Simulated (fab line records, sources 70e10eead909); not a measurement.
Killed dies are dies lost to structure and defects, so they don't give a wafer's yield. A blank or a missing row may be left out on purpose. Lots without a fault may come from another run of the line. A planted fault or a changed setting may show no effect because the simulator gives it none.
fab line records | flow nand_harc
record lots=6 wafers=18 last_day=26
route steps=1159 shown A_BLC@990 A_M0@994 END@1159
lots that met no fault: from a run of the same line without faults
start_h: hours from the record's first day to the start of the lot's first wafer shown | wait_h: hours since the lot's step before | " the same as in the row above | L1.1+2: a row that stands for several wafers | - no value, or no start given | * or withheld: withheld | < > ~ a bound
route shown NAME@n: a module of which the file shows steps, and the number in the route of the first | usual: mean/standard deviation of fault-free wafers | same: alike in all rows | chamber/n: place in a boat | sites: the reading at each site | _std_site: their standard deviation | _edge_site: outer sites' mean less inner sites' | radius_mm: how far each site lies from the wafer's centre | mask NAME#n: copy n | behind: the tool/chamber that last shaped the wafer | hold: why the lot was held/for how many hours/how that ended | device: the transistor (n, p or np) that didn't switch | end of line: the same wafers' tests at the end of the route | a step without rows: its recipe alone | killed: dies lost to structure and defects at the first sort, not the wafer's yield | map: a wafer's dies, x killed, . not, _ none there
set.NAME: the setting as run; set.NAME@STEP: as run at that earlier step | model.NAME: the simulator's own value behind a step, which no gauge read
lots at some steps of the route; a table a step, a row a wafer
services: from which hour (start_h, from the record's first day; less than 0 if before it) a tool's chamber was out of use, for how many hours, and why
## steps
# step NHARC_A_BLC_CMP_25
# recipe t_overpolish_s=30 target_thk_nm=150
# usual motor_current_A=11.9/1.2 overpolish_run_s=30.001/0.0093 slurry_filter_dp_kPa=13.50/0.15 time_to_endpoint_s=31.5/2.3
# columns lot.wafer tool chamber start_h wait_h motor_current_A overpolish_run_s slurry_filter_dp_kPa time_to_endpoint_s
L907.2 cmp-01 1 400.90 0.4 11.6 30.007 13.07 36.4
L907.1 " 0 " " 12.8 30.003 13.57 32.5
L907.5 " 2 " " 13.0 29.997 13.68 33.3
L922.1 cmp-03 1 483.73 0.4 11.4 30.003 13.57 29.8
L922.2 " 2 " " 12.8 29.995 13.57 31.2
L922.6 " 2 " " 12.4 30.013 13.50 31.0
L925.2 cmp-02 2 501.54 0.4 11.6 30.019 13.26 35.4
L925.4 " 3 " " 12.9 29.988 13.42 35.0
L925.6 " 1 " " 12.4 29.993 13.86 34.4
L927.4 cmp-03 1 517.66 0.2 11.6 29.993 13.68 30.9
L927.3 " 2 " " 12.0 30.002 13.47 31.8
L927.6 " 1 " " 11.6 30.009 13.49 32.2
L926.1 cmp-02 2 519.51 0.4 11.5 30.002 13.74 36.2
L926.2 " 0 " " 9.3 30.004 13.63 36.1
L926.6 " 2 " " 11.4 30.010 13.42 36.3
L929.1 cmp-02 3 535.76 0.4 12.9 30.001 13.68 32.7
L929.4 " 0 " " 9.2 30.005 13.64 32.4
L929.5 " 2 " " 11.3 30.009 13.63 32.3
# step NHARC_A_BLC_SRD_27
# step NHARC_A_BLC_INSPECT_28
# usual raw_defect_count=430/110
# columns lot.wafer tool chamber start_h wait_h raw_defect_count
L907.1 defect_inspect-01 - 401.30 0.1 473
L907.2 " - " " 618
L907.5 " - " " 441
L922.1 defect_inspect-02 - 484.14 0.1 432
L922.2 " - " " 417
L922.6 " - " " 562
L925.2 defect_inspect-01 - 501.90 0.1 477
L925.4 " - " " 450
L925.6 " - " " 527
L927.3 defect_inspect-01 - 518.06 0.1 289
L927.4 " - " " 290
L927.6 " - " " 354
L926.1 defect_inspect-01 - 519.89 0.1 327
L926.2 " - " " 446
L926.6 " - " " 341
L929.1 defect_inspect-02 - 536.11 0.1 377
L929.4 " - " " 640
L929.5 " - " " 490
# step NHARC_A_M0_DEP_00
# recipe target_thk_a=1500 target_thk_nm=150 temp_c=withheld pressure_torr=5 flow_sccm=200 rf_w=600 material=SiOC
# step NHARC_A_M0_DEHYDRATE_01
# recipe temp_c=150 time_s=120
# step NHARC_A_M0_HMDS_02
# recipe time_s=30
# step NHARC_A_M0_COAT_33
# recipe temp_c=200 time_s=65
# step NHARC_A_M0_COAT_03
# recipe spin_rpm=1500 resist_thk_nm=90
# step NHARC_A_M0_SOFTBAKE_04
# recipe temp_c=105 time_s=55
# step NHARC_A_M0_EBR_05
# step NHARC_A_M0_EXPOSE_06
# recipe na=1.35 target_cd_nm=80 dose_mj=83.25 mask_id=A_M0
# step NHARC_A_M0_PEB_07
# recipe peb_temp_c=100 peb_time_s=65
# columns lot.wafer tool chamber start_h wait_h
L907.1+2+5 litho_track-06 0 402.00 0.1
L922.1+2+6 litho_track-06 0 484.95 0.1
L925.2+4+6 litho_track-06 0 502.59 0.1
L927.3+4+6 litho_track-01 0 519.04 0.0
L926.1+2+6 litho_track-04 0 520.71 0.1
L929.1+4+5 litho_track-01 0 536.80 0.1
# step NHARC_A_M0_DEVELOP_08
# recipe develop_time_s=35 dev_temp_c=23
# step NHARC_A_M0_CD_MEAS_09
# recipe target_cd_nm=80 landing_energy_ev=500
# usual cd_nm=80.3/0.61
# columns lot.wafer tool chamber start_h wait_h cd_nm
L907.1 cd_sem-01 0 402.09 - 80.2
L907.2 " 0 " " 79.9
L907.5 " 0 " " 80.3
L922.1 cd_sem-01 0 485.03 - 80.4
L922.2 " 0 " " 79.9
L922.6 " 0 " " 89.1
L925.2 cd_sem-02 0 502.67 - 79.7
L925.4 " 0 " " 80.1
L925.6 " 0 " " 87.7
L927.3 cd_sem-02 0 519.12 - 80.4
L927.4 " 0 " " 79.7
L927.6 " 0 " " 79.3
L926.1 cd_sem-02 0 520.79 - 80.5
L926.2 " 0 " " 80.1
L926.6 " 0 " " 80.3
L929.1 cd_sem-01 0 536.88 - 80.9
L929.4 " 0 " " 81.1
L929.5 " 0 " " 81.4
# step NHARC_A_M0_OVL_MEAS_10
# recipe pitch_nm=160
# usual overlay_x_nm=0.0/0.66 overlay_y_nm=0.2/0.92
# columns lot.wafer tool chamber start_h wait_h overlay_x_nm overlay_y_nm
L907.1 overlay-01 - 402.19 - 0.4 0.6
L907.2 " - " " 0.2 0.7
L907.5 " - " " 0.6 0.1
L922.1 overlay-02 - 485.12 - 0.2 -2.1
L922.2 " - " " 0.4 -2.2
L922.6 " - " " 0.3 -2.7
L925.2 overlay-01 - 502.75 - 1.5 0.4
L925.4 " - " " 1.2 0.2
L925.6 " - " " 1.2 0.7
L927.3 overlay-02 - 519.20 - -1.2 -0.2
L927.4 " - " " -0.5 -0.3
L927.6 " - " " -0.7 -0.2
L926.1 overlay-02 - 520.88 - 0.8 1.6
L926.2 " - " " 0.9 0.8
L926.6 " - " " 0.8 1.3
L929.1 overlay-01 - 536.97 - -0.7 -0.1
L929.4 " - " " -1.1 -0.1
L929.5 " - " " -1.7 0.3
# step NHARC_A_M0_INSPECT_11
# usual raw_defect_count=34/15
# columns lot.wafer tool chamber start_h wait_h raw_defect_count
L907.1 defect_inspect-02 - 402.23 0.0 18
L907.2 " - " " 18
L907.5 " - " " 22
L922.1 defect_inspect-01 - 485.16 0.0 45
L922.2 " - " " 55
L922.6 " - " " 46
L925.2 defect_inspect-02 - 502.79 0.0 56
L925.4 " - " " 60
L925.6 " - " " 64
L927.3 defect_inspect-01 - 519.24 0.0 14
L927.4 " - " " 16
L927.6 " - " " 15
L926.1 defect_inspect-02 - 520.92 0.0 44
L926.2 " - " " 36
L926.6 " - " " 40
L929.1 defect_inspect-01 - 537.01 0.0 48
L929.4 " - " " 40
L929.5 " - " " 33
# step NHARC_A_M0_DESCUM_14
# recipe time_s=3 o2_flow_sccm=200 ar_flow_sccm=0 bias_power_w=0 chemistry=O2
# usual drypump_motor_current_A=5.8/0.46 oes_product_au=0.996/0.0089 rf_vpp_V=57.9/1 showerhead_plenum_p_Torr=1.93/0.071 throttle_valve_pct=11.310/0.0099
# columns lot.wafer tool chamber start_h wait_h drypump_motor_current_A oes_product_au rf_hours_counter_h rf_vpp_V showerhead_plenum_p_Torr throttle_valve_pct model.A_M0.cd_nm
L907.1 rie_diel-11 3 402.30 0.1 5.6 0.986 1 58.3 1.84 11.311 80.09
L907.2 " 0 " " 5.7 0.992 2 57.4 1.82 11.307 79.89
L907.5 " 3 " " 5.6 0.997 - 56.4 1.85 11.299 80.55
L922.1 rie_diel-11 2 485.23 0.1 5.0 1.005 6 58.0 1.93 11.317 81.15
L922.2 " 3 " " 5.6 1.005 6 58.2 1.84 11.314 79.73
L922.6 " 1 " " 5.3 0.991 - 58.3 1.94 11.331 89.19
L925.2 rie_diel-12 1 502.85 0.1 5.9 0.997 8 58.8 2.00 11.306 79.86
L925.4 " 3 " " 6.1 1.004 9 56.6 1.79 11.314 80.22
L925.6 " 1 " " 5.9 0.997 - 58.9 2.00 11.322 87.59
L927.3 rie_diel-12 1 519.32 0.1 5.9 0.990 9 58.3 2.00 11.289 80.65
L927.4 " 2 " " 6.0 0.994 9 57.4 1.95 11.305 80.46
L927.6 " 0 " " 6.4 0.994 - 56.8 1.81 11.300 79.65
L926.1 rie_diel-12 2 520.98 0.1 6.0 0.999 9 58.0 1.95 11.329 80.62
L926.2 " 3 " " 6.1 1.005 10 55.0 1.79 11.322 80.36
L926.6 " 2 " " 6.0 0.998 - 58.0 1.95 11.306 81.11
L929.4 rie_diel-11 1 537.07 0.1 5.3 0.973 10 58.8 1.94 11.302 81.24
L929.1 " 2 " " 5.0 0.998 10 57.3 1.93 11.311 81.06
L929.5 " 2 " " 5.0 1.016 - 59.4 1.93 11.312 81.61
# step NHARC_A_M0_ETCH_34
# recipe target_depth_a=400 overetch_a=120 time_s=43.94 ion_energy_ev=200 n2_flow_sccm=150 h2_flow_sccm=150 ar_flow_sccm=0 rf_w=400 bias_w=150 chemistry=N2/H2
# usual drypump_motor_current_A=5.8/0.45 oes_product_au=0.998/0.0088 rf_vpp_V=431.1/2.3 showerhead_plenum_p_Torr=2.06/0.079 throttle_valve_pct=14.173/0.009
# columns lot.wafer tool chamber start_h wait_h drypump_motor_current_A oes_product_au rf_hours_counter_h rf_vpp_V showerhead_plenum_p_Torr throttle_valve_pct
L907.2 rie_diel-11 2 402.38 0.1 5.0 1.008 1 430.2 2.06 14.179
L907.1 " 0 " " 5.7 0.995 2 426.6 1.93 14.187
L907.5 " 2 " " 5.1 1.000 - 432.1 2.06 14.162
L922.2 rie_diel-11 2 485.30 0.1 5.0 1.010 6 431.7 2.05 14.171
L922.1 " 0 " " 5.7 1.003 6 427.4 1.93 14.177
L922.6 " 2 " " 5.0 1.012 - 432.5 2.05 14.190
L925.4 rie_diel-12 0 502.94 0.1 6.4 0.998 8 427.4 1.92 14.178
L925.2 " 1 " " 5.9 0.997 8 434.1 2.14 14.165
L925.6 " 1 " " 5.9 0.995 - 433.1 2.14 14.178
L927.4 rie_diel-12 2 519.40 0.1 6.0 1.005 9 430.6 2.08 14.173
L927.3 " 3 " " 6.1 1.009 9 427.1 1.90 14.177
L927.6 " 0 " " 6.4 1.002 - 426.9 1.92 14.160
L926.1 rie_diel-12 3 521.07 0.1 6.1 1.008 10 425.5 1.90 14.164
L926.2 " 0 " " 6.4 0.996 9 425.5 1.92 14.173
L926.6 " 3 " " 6.1 1.011 - 427.7 1.90 14.174
L929.1 rie_diel-11 3 537.16 0.1 5.6 1.005 10 429.3 1.96 14.171
L929.4 " 1 " " 5.3 0.991 10 431.8 2.07 14.168
L929.5 " 2 " " 5.0 1.008 - 429.3 2.05 14.176
# step NHARC_A_M0_ETCH_15
# recipe target_depth_a=1500 overetch_a=150 time_s=82.5 c4f8_flow_sccm=withheld ar_flow_sccm=400 rf_w=600 bias_w=300 chemistry=C4F8/Ar
# usual oes_product_au=0.943/0.022 rf_vpp_V=441.4/2.3
# columns lot.wafer tool chamber start_h wait_h oes_product_au rf_hours_counter_h rf_vpp_V model.A_M0.cd_nm
L907.2 rie_diel-11 2 - - 0.936 1 441.8 80.36
L907.1 " 3 " " 0.926 1 439.4 80.21
L907.5 " 1 " " 0.933 - 441.6 80.69
L922.1 rie_diel-11 1 - - 0.949 7 441.7 81.24
L922.2 " 3 " " 0.992 6 438.2 79.88
L922.6 " 1 " " 0.938 - 441.5 89.43
L925.4 rie_diel-12 2 - - 0.922 8 442.2 80.02
L925.2 " 3 " " 0.935 9 437.2 80.15
L925.6 " 2 " " 0.919 - 442.7 88.19
L927.4 rie_diel-12 3 - - 0.967 9 436.4 80.12
L927.3 " 0 " " 0.951 9 438.5 80.5
L927.6 " 3 " " 0.970 - 436.0 78.59
L926.2 rie_diel-12 0 - - 0.924 9 437.5 79.79
L926.1 " 3 " " 0.938 10 436.8 80.76
L926.6 " 1 " " 0.918 - 443.7 81.05
L929.4 rie_diel-11 2 - - 0.973 10 441.0 81.25
L929.1 " 0 " " 0.980 9 437.2 80.44
L929.5 " 2 " " 0.965 - 443.0 81.81
# step NHARC_A_M0_CD_MEAS_16
# usual cd_nm=80.2/0.74
# columns lot.wafer tool chamber start_h wait_h cd_nm
L907.1 cd_sem-01 - 402.59 - 80.2
L907.2 " - " " 80.2
L907.5 " - " " 80.8
L922.1 cd_sem-03 - 485.52 - 81.2
L922.2 " - " " 79.6
L922.6 " - " " 89.6
L925.2 cd_sem-03 - 503.15 - 80.4
L925.4 " - " " 80.1
L925.6 " - " " 87.9
L927.3 cd_sem-02 - 519.60 - 80.4
L927.4 " - " " 80.2
L927.6 " - " " 78.9
L926.1 cd_sem-01 - 521.28 - 80.7
L926.2 " - " " 79.8
L926.6 " - " " 80.9
L929.1 cd_sem-03 - 537.37 - 80.5
L929.4 " - " " 81.1
L929.5 " - " " 82.2
# step NHARC_A_M0_STRIP_18
# recipe power_w=1000 n2_flow_sccm=150 h2_flow_sccm=150 ar_flow_sccm=0 bias_w=0 chemistry=N2/H2
# usual drypump_motor_current_A=5.7/0.44 oes_product_au=0.998/0.0086 rf_vpp_V=90.5/0.99 showerhead_plenum_p_Torr=2.02/0.081 throttle_valve_pct=14.171/0.0081
# columns lot.wafer tool chamber start_h wait_h drypump_motor_current_A oes_product_au rf_hours_counter_h rf_vpp_V showerhead_plenum_p_Torr throttle_valve_pct
L907.2 rie_diel-02 3 402.72 0.1 5.5 0.999 5.8 91.5 2.10 14.167
L907.1 " 0 " " 5.9 0.994 5.0 90.9 2.16 14.178
L907.5 " 2 " " 5.1 0.981 - 91.4 2.07 14.177
L922.2 rie_diel-12 0 485.61 0.1 6.4 1.000 7.2 91.1 1.92 14.170
L922.1 " 3 " " 6.1 1.002 7.2 91.1 1.90 14.166
L922.6 " 0 " " 6.4 0.995 - 89.8 1.92 14.173
L925.2 rie_diel-11 3 503.23 0.1 5.6 1.006 8.2 90.7 1.96 14.185
L925.6 " 3 " " 5.6 1.009 - 90.4 1.96 14.176
L925.4 " 1 " " 5.3 0.985 - 91.9 2.07 14.170
L927.4 rie_diel-11 2 519.70 0.1 5.0 1.008 9.1 91.7 2.05 14.178
L927.3 " 3 " " 5.6 1.002 8.8 90.3 1.96 14.154
L927.6 " 2 " " 5.0 1.006 - 90.9 2.05 14.183
L926.1 rie_diel-11 2 521.35 0.1 5.0 1.004 9.2 91.2 2.05 14.177
L926.2 " 0 " " 5.7 1.008 7.5 88.9 1.93 14.172
L926.6 " 3 " " 5.6 0.997 - 89.6 1.96 14.164
L929.1 rie_diel-12 1 537.49 0.1 5.9 0.993 10.2 91.7 2.14 14.169
L929.4 " 2 " " 6.0 0.996 10.2 90.6 2.07 14.164
L929.5 " 3 " " 6.1 0.997 - 91.0 1.90 14.175
# step NHARC_END_SORT_01
# recipe temp_c=25
# usual defect_limited_yield=95.3/1.3 killed_at_array=28/9.1 killed_at_other=0.6/0.87 killed_at_periphery=3.4/2.7 killed_dies=32/9 killed_open=3.2/1.9 killed_short=2.0/1.3 sort_bin_2_pct=1.5/0.57 sort_bin_3_pct=0.26/0.22 sort_bin_4_pct=2.9/0.91 sort_n_pass=645/9 sort_rim_yield_pct=93/3.3 sort_yield_pct=95.3/1.3
# same gross_dies=677 sort_bin_5_pct[%]=0 sort_bin_6_pct[%]=0 sort_bin_7_pct[%]=0 sort_bin_8_pct[%]=0 sort_rim_n_gross=106.00
# columns lot.wafer tool chamber start_h wait_h defect_limited_yield[%] killed_at_array killed_at_other killed_at_periphery killed_dies killed_open killed_short sort_bin_2_pct[%] sort_bin_3_pct[%] sort_bin_4_pct[%] sort_n_pass sort_rim_yield_pct[%] sort_yield_pct[%]
L922.1 prober-02 0 548.97 2.5 94.4 36 0 2 38 4 1 2.4 0.59 2.7 639 92 94.4
L922.2 prober-02 0 549.77 2.8 92.8 47 1 1 49 3 3 3.2 0.15 3.8 628 89 92.8
L922.6 prober-02 0 552.98 4.0 93.9 39 1 1 41 2 3 1.3 0.74 4.0 636 89 93.9
L925.4 prober-02 0 582.55 3.4 93.5 42 1 1 44 5 1 1.6 0.74 4.1 633 90 93.5
L926.1 prober-02 0 595.77 2.5 96.2 24 0 2 26 4 1 1.3 0 2.5 651 93 96.2
L926.2 prober-02 0 596.57 2.8 95.9 23 0 5 28 5 2 1.2 0.15 2.8 649 93 95.9
L926.6 prober-02 0 599.77 4.0 96.3 22 0 3 25 3 2 1.3 0.15 2.2 652 92 96.3
L927.3 prober-01 0 596.87 3.1 97.9 11 0 3 14 0 1 0.6 0 1.5 663 94 97.9
L927.4 prober-01 0 597.67 3.4 97.2 15 2 2 19 2 4 0.9 0.15 1.8 658 93 97.2
L927.6 prober-01 0 599.27 4.0 97.3 18 0 0 18 4 1 1.3 0.15 1.2 659 98 97.3
# killed by level:class
L922.1 A_SLIT:chamber_film_flake=15 A_CHANNEL_HOLE_D1:chamber_film_flake=5 A_CONTACT:chamber_film_flake=4 A_M1:chamber_film_flake=4 A_CONTACT:geometric_particle:open=3 A_WL_FILL:chamber_film_flake=2 P_GATE:geometric_particle:open=1 A_WL_FILL:geometric_particle:short=1
L922.2 A_SLIT:chamber_film_flake=15 A_CHANNEL_HOLE_D1:chamber_film_flake=11 A_CONTACT:chamber_film_flake=9 A_STAIRCASE:chamber_film_flake=4 A_ONON_D1:geometric_particle:open=2 A_M1:chamber_film_flake=2 A_SOURCE_PLATE:geometric_particle:short=1 A_ONON_D1:geometric_particle:short=1
L922.6 A_CHANNEL_HOLE_D1:chamber_film_flake=12 A_SLIT:chamber_film_flake=11 A_CONTACT:chamber_film_flake=7 A_M1:chamber_film_flake=4 A_WL_FILL:geometric_particle:short=2 A_ONON_D1:geometric_particle:short=1 A_BLC:geometric_particle:open=1 P_ZERO_WELL:chamber_film_flake=1
L925.4 A_SLIT:chamber_film_flake=14 A_STAIRCASE:chamber_film_flake=9 A_CHANNEL_HOLE_D1:chamber_film_flake=8 A_CONTACT:chamber_film_flake=4 A_ONON_D1:geometric_particle:open=2 A_CONTACT:geometric_particle:open=2 A_SOURCE_PLATE:geometric_particle:open=1 A_SGD_CUT:geometric_particle:short=1
L926.1 A_CHANNEL_HOLE_D1:chamber_film_flake=11 A_STAIRCASE:chamber_film_flake=4 A_ONON_D1:geometric_particle:open=2 A_CHANNEL_FILL_D1:chamber_film_flake=2 A_CONTACT:chamber_film_flake=2 P_M0:geometric_particle:open=1 P_M1:geometric_particle:open=1 A_ONON_D1:geometric_particle:short=1
L926.2 A_CHANNEL_HOLE_D1:chamber_film_flake=13 A_CHANNEL_FILL_D1:chamber_film_flake=3 A_STAIRCASE:chamber_film_flake=3 P_CONTACT:geometric_particle:open=1 P_M0:geometric_particle:open=1 P_M1:geometric_particle:open=1 P_M1:geometric_particle:short=1 A_WL_FILL:geometric_particle:short=1
L927.3 A_CHANNEL_HOLE_D1:chamber_film_flake=6 A_CONTACT:chamber_film_flake=4 P_GATE:chamber_film_flake=2 A_WL_FILL:geometric_particle:short=1 P_STI:chamber_film_flake=1
L927.4 A_CHANNEL_HOLE_D1:chamber_film_flake=6 THIN_TSV:chamber_film_flake=2 P_M0:geometric_particle:short=1 A_SOURCE_PLATE:geometric_particle:short=1 A_ONON_D1:geometric_particle:short=1 A_CHANNEL_FILL_D1:geometric_particle:short=1 A_WL_FILL:geometric_particle:open=1 A_CONTACT:geometric_particle:open=1
L927.6 A_CHANNEL_HOLE_D1:chamber_film_flake=10 A_CONTACT:chamber_film_flake=2 A_CHANNEL_HOLE_D1:geometric_particle:open=1 A_WL_FILL:geometric_particle:short=1 A_WL_FILL:geometric_particle:open=1 A_CONTACT:geometric_particle:open=1 A_M0:geometric_particle:open=1 A_STAIRCASE:chamber_film_flake=1
L926.6 A_CHANNEL_HOLE_D1:chamber_film_flake=7 A_CONTACT:chamber_film_flake=7 A_M1:geometric_particle:short=2 A_CHANNEL_FILL_D1:chamber_film_flake=2 A_WL_FILL:chamber_film_flake=2 P_CONTACT:geometric_particle:open=1 A_SGD_CUT:geometric_particle:open=1 A_CONTACT:geometric_particle:open=1
## services
# columns tool chamber start_h hours kind
rie_diel-11 - 377.51 3.7 repair
rie_diel-02 0 377.88 2.2 repair
rie_diel-12 - 379.40 9.0 pm
rie_diel-12 1 391.39 5.3 repair
cmp-03 - 413.43 0.9 repair
cmp-03 - 426.52 0.7 repair
cmp-02 - 428.29 4.0 pm
cmp-03 - 440.84 1.4 repair
litho_track-01 - 443.00 7.0 pm
cmp-03 - 449.74 1.9 repair
rie_diel-11 1 452.84 6.7 repair
cmp-03 - 453.44 6.5 repair
rie_diel-02 3 454.41 52.1 repair
cmp-03 - 459.94 4.0 pm
litho_track-06 - 467.00 7.0 pm
rie_diel-12 2 472.20 7.5 repair
cmp-01 - 473.50 4.0 pm
rie_diel-11 0 475.74 9.3 repair
rie_diel-11 0 490.49 16.6 repair
litho_track-04 - 491.00 7.0 pm
rie_diel-02 2 499.09 5.0 repair
rie_diel-02 - 504.70 9.0 pm
cmp-02 - 526.29 4.0 pm
rie_diel-12 - 534.76 0.1 repair
## key
first_sign step=NHARC_A_M0_CD_MEAS_09 reading=cd_nm direction=up sigmas=13 usual=80.3 struck=88.4
effect step=NHARC_A_M0_CD_MEAS_16 reading=cd_nm direction=up sigmas=12 usual=80.2 struck=88.8
model_effect step=NHARC_A_M0_DESCUM_14 value=A_M0.cd_nm without=80.69 struck=88.39
model_effect step=NHARC_A_M0_ETCH_15 value=A_M0.cd_nm without=81.11 struck=88.81
met_at NHARC_A_M0_PEB_07
struck_wafers L922.6,L925.6
onset_between 402.00 484.95
fault kind=process_parameter_drift tool=litho_track-06 chamber=- onset_h=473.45 steps=NHARC_A_M0_PEB_07 channel=peb_time_s offset=* shape=step end_h=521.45 scope=struck_wafers_only acts_in=* stated=*
